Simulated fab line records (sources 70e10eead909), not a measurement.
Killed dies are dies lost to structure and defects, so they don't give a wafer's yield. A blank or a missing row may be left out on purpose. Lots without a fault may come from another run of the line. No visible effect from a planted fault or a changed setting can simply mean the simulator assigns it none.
A struck lot beside a sound one / flow nandHarc / 32 out of 1159 route steps
Sound: these wafers, L204.1, L204.3, L204.4. Struck: wafers L211.1, L211.6. (L211.5 of the same lot was not struck and is left out.) The cause comes at the end.
Per side, at each step with rows, come the tool, then ch with its chambers, and then its first start. Under that, the readings that differ: sound wafers / struck wafers / difference of the means / sigmas: that difference in standard deviations of wafers without a fault.
alike: same words and numbers on both sides, and readings whose means sit less than 2 such deviations apart. not compared: any withheld reading, any reading some wafer has no value for, any bound like >300 that may hide the same value, and any number with overlapping values for which the record gives no deviation.
The two part at a step that has a row with sigmas, a row that says differs or no value, or rows on one side only. When numbers do not overlap yet have no deviation, they are printed without sigmas and do not part them. Lack of a reading on every wafer of one side parts them only where that side has two or more wafers.

first, 3 steps without rows for these wafers: NHARC_THIN_TSV_DEGAS_49 (time 120 s); NHARC_THIN_TSV_PRE_CLEAN_50 (time 30 s); NHARC_THIN_TSV_PVD_19 (deposits TaN, target thk 20 nm).
NHARC_THIN_TSV_PVD_51: deposits Cu, target thk 100 nm.
  sound on pvdSputter-02; struck on pvdSputter-01
  alike: throttleValvePct
then, 2 steps without rows for these wafers: NHARC_THIN_TSV_ECD_20 (material Cu, target thk 2000 nm); NHARC_THIN_TSV_ANNEAL_52 (time 90 s).
NHARC_THIN_TSV_CMP_21: polishes, t overpolish 30 s, target thk 2000 nm.
  sound on cmp-01 ch 0,1,3, day 19 16:13; struck on cmp-02 ch 1, day 21 12:20
  alike: motorCurrentA, overpolishRunS
then, 1 step without rows for these wafers: NHARC_THIN_TSV_SRD_23.
NHARC_THIN_TSV_DEGAS_53: time 60 s.
  sound: pvdSputter-03 at day 19 16:40; struck: pvdSputter-02 at day 21 12:47
  alike: heaterPowerW
then, 2 steps without rows for these wafers: NHARC_THIN_TSV_PRE_CLEAN_54 (time 30 s); NHARC_THIN_TSV_PVD_55 (deposits TiN, target thk 50 nm).
NHARC_THIN_TSV_PVD_24: deposits Al, target thk 800 nm.
  sound: pvdSputter-03 at day 19 16:58; struck: pvdSputter-02 at day 21 13:04
then, 8 steps without rows for these wafers: NHARC_THIN_TSV_DEHYDRATE_25 (time 120 s); NHARC_THIN_TSV_HMDS_26 (time 30 s); NHARC_THIN_TSV_COAT_27; NHARC_THIN_TSV_SOFTBAKE_28 (time 95 s); NHARC_THIN_TSV_EBR_29; NHARC_THIN_TSV_EXPOSE_30 (exposes mask PAD); NHARC_THIN_TSV_PEB_31 (peb time 85 s); NHARC_THIN_TSV_DEVELOP_32 (time 70 s).
NHARC_THIN_TSV_CD_MEAS_33 targets a cd of 5000 nm.
  sound on cdSem-03 ch 0, day 19 17:49; struck on cdSem-02 ch 0, day 21 13:47
  alike: cdNm
then, 1 step without rows for these wafers: NHARC_THIN_TSV_HARDBAKE_34 (time 80 s).
NHARC_THIN_TSV_DESCUM_35: chemistry O2, time 3 s.
  sound on rieDiel-10 ch 0,1,3, day 19 17:59; struck on rieDiel-03 ch 1,2, day 21 13:58
  alike: drypumpMotorCurrentA, o2FlowSccm, oesProductAu, rfVppV, showerheadPlenumPTorr, throttleValvePct
  not compared: rfHoursCounterH
NHARC_THIN_TSV_ETCH_59: etches the open film in Cl2/BCl3, target depth 880 nm, time 138.1 s.
  sound on rieMetal-03 ch 0,1, day 19 18:07; struck on rieMetal-03 ch 0, day 21 14:04
  alike: drypumpMotorCurrentA, oesProductAu, throttleValvePct
  not compared: rfHoursCounterH
then, 3 steps without rows for these wafers: NHARC_THIN_TSV_ETCH_36 (etches the open film in Cl2/BCl3, target depth 65 nm, time 18.571 s); NHARC_THIN_TSV_STRIP_56 (strips in O2); NHARC_THIN_TSV_STRIP_57 (strips in post etch residue remover, time 1200 s).
NHARC_THIN_TSV_CD_MEAS_37:
  sound: cdSem-01 at day 19 19:44; struck: cdSem-03 at day 21 15:13
  alike: cdNm
then, 1 step without rows for these wafers: NHARC_THIN_TSV_ANNEAL_58 (time 1800 s).
NHARC_THIN_TSV_INSPECT_40:
  sound: defectInspect-01 at day 19 23:58; struck: defectInspect-02 at day 21 18:52
  alike: rawDefectCount
NHARC_END_WLT_00:
  sound wafers here have rows in the record (prober-02, day 20 08:02); struck ones have none
NHARC_END_SORT_01:
  sound on prober-02 ch 0, day 20 11:04; struck on prober-01 ch 0, day 21 21:56
reading=defectLimitedYield (%); sound=98.2 98.2 97.6; struck=0 0; difference=-98; sigmas=-54
reading=killedAtOther; sound=0 0 1; struck=648 650; difference=+649; sigmas=+99 or more
reading=killedDies; sound=12 12 16; struck=677 677; difference=+664; sigmas=+55
reading=sort_bin_3_pct (%); sound=0 0.30 0.30; struck=95.86 96.01; difference=+95.73; sigmas=+99 or more
reading=sortNPass; sound=665 665 661; struck=0 0; difference=-664; sigmas=-55
reading=sortRimYieldPct (%); sound=96 99 95; struck=0 0; difference=-97; sigmas=-25
reading=sortYieldPct (%); sound=98.2 98.2 97.6; struck=0 0; difference=-98; sigmas=-54
  alike: killedAtArray, killedAtPeriphery, killedOpen, killedShort, sort_bin_2_pct, sort_bin_4_pct

WHERE THEY PART
Last at NHARC_END_SORT_01 as far as this record goes, first at NHARC_END_WLT_00.

WHY: what the simulator had put in
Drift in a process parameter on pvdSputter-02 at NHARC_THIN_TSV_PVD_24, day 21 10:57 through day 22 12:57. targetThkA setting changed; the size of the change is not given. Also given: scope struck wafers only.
